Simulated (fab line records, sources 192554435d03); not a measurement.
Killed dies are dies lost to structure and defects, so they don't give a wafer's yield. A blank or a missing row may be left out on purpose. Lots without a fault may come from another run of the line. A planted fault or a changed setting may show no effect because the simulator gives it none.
Chamber matching | flow n5_finfet | N5_SDB_ETCH_18 on rie_diel-01: 4 sister chambers
The step etches SOC in N2/H2, target depth 100 nm, overetch 20 nm, time 150 s. 4 wafers are shown with their chamber, then 11 later ones without.

WAFERS WITH THEIR CHAMBER
wafer  | chamber | drypump_motor_current_A (A)
L087.6 | 1       | 6.1
L088.1 | 2       | 6.3
L088.5 | 0       | 5.4
L092.1 | 3       | 5.3

WAFERS WITHOUT THEIR CHAMBER
wafer  | drypump_motor_current_A (A)
L092.2 | 6.3
L092.4 | 5.4
L093.1 | 5.5
L093.3 | 6.1
L093.4 | 6.4
L094.1 | 5.3
L094.3 | 6.1
L094.6 | 5.5
L096.1 | 5.3
L096.4 | 6.1
L096.5 | 6.1

WHICH CHAMBER EACH WENT THROUGH
wafer  | from the rows above     | in truth
L092.2 | 2                       | 2
L092.4 | can't be placed: 0 or 3 | 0
L093.1 | can't be placed: 0 or 3 | 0
L093.3 | 1                       | 1
L093.4 | 2                       | 2
L094.1 | can't be placed: 3 or 0 | 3
L094.3 | 1                       | 1
L094.6 | can't be placed: 0 or 3 | 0
L096.1 | can't be placed: 3 or 0 | 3
L096.4 | 1                       | 1
L096.5 | 1                       | 1
Placed correctly: 6 of 11. Can't be placed from these rows: 5 (the true chamber is among the candidates in 5). Placed wrongly: 0.
How it was worked out, from the rows above alone: a wafer's distance from a chamber is the root of the sum, over the readings, of the square of ((its reading less the chamber's mean) divided by the reading's scatter). The wafer belongs to the nearest chamber; if the next one is less than 2 further off, it can't be placed. A chamber's mean is the mean of its shown wafers. The scatter: with one shown wafer a chamber, the root of the mean of the squares of how far each hidden wafer lies from its nearest shown one.
